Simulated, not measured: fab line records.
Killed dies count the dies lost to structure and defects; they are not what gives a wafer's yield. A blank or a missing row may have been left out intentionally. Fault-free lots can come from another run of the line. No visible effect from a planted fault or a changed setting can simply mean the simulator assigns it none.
8D (eight disciplines) problem report, filled in by code || flow nand_harc || the parts of the form that need people (team, actions taken, sign-off) are left out

== 1. THE ISSUE ==
run_length_s at NHARC_THIN_TSV_ETCHBACK_48 reads a mean of 311.4 s on 3 wafers of 2 lots; wafers without a fault read 426.2 s with a standard deviation of 0.47. So: -99 or more standard deviations from the usual mean.
The step: etches the open film in C4F8/Ar, target depth 1028.5 nm, time 405.17 s.
First seen on wafer L437.1, day 19 03:43, on rie_diel-06. At this step, 42 wafers from 14 lots have a number in the record. Rule for "out", or "out of limits": more than 4 standard deviations from the usual mean. Any other wafer with a number is counted as sound.

== 2. WHAT IT IS, WHAT IT ISN'T ==
{"question": "which readings at this step", "is": "run_length_s", "is not": "rf_vpp_V"}
{"question": "which lots", "is": "L437, L439", "is not": "L436, L438, L448, L450, L451, L452, L453, L454, L455, L456, L457, L458"}
{"question": "which wafers of those lots", "is": "L437.1, L439.1, L439.3", "is not": "L437.2, L437.5, L439.2"}
{"question": "read on which tools", "is": "rie_diel-06", "is not": "rie_diel-08, rie_diel-09"}
{"question": "when", "is": "from day 19 03:43", "is not": "up to then (8 sound wafers); but 31 sound wafers of L439, L448, L450, L451, L452, L453, L454, L455, L456, L457, L458 came after"}

== 3. WHAT RULES OUT EACH SUSPECT ==
Counting: a tool at a process step up to the reading stays a suspect if it ran every lot that is out. Sound lots after the first of them don't rule it out here, since some wafers of a struck lot are sound.
- rie_diel-06 at NHARC_THIN_TSV_ETCHBACK_48 (etches the open film in C4F8/Ar, target depth 1028.5 nm, time 405.17 s): kept. It ran every lot that is out, first L437 (day 19 03:43); its last sound lot up to then is L438 (day 19 03:05). On those wafers its own readings are out: run_length_s.
Left after counting: rie_diel-06 at NHARC_THIN_TSV_ETCHBACK_48.

== 4. THE CAUSE (what the simulator had put in) ==
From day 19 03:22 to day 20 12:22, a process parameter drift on rie_diel-06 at NHARC_THIN_TSV_ETCHBACK_48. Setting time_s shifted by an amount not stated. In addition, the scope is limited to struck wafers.
This tool alone remained once counting was done.

== 5. SEQUENCE OF EFFECTS, ordered by route ==
Rows list readings where the struck wafers' mean (over those with a number) sits beyond 3 standard deviations from the usual. Only readings for which the record gives a usual standard deviation are gone through. hours: the time from each lot's start at the first step in this table that gives one to its start at this step, as a median over the lots. sigmas: the change in usual standard deviations.
{"hours": 0, "step": "NHARC_THIN_TSV_ETCHBACK_48", "reading": "run_length_s", "usual": "426.2 s", "on struck wafers": 311.4, "change": -114.8, "sigmas": "-99 or more"}
The process steps in it:
- NHARC_THIN_TSV_ETCHBACK_48: etches the open film in C4F8/Ar, target depth 1028.5 nm, time 405.17 s.

== 6. HOW IT WOULD HAVE BEEN CAUGHT EARLIER ==
In this record the first reading out of limits was taken at day 19 03:43, 0 hours after the fault began at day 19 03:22.
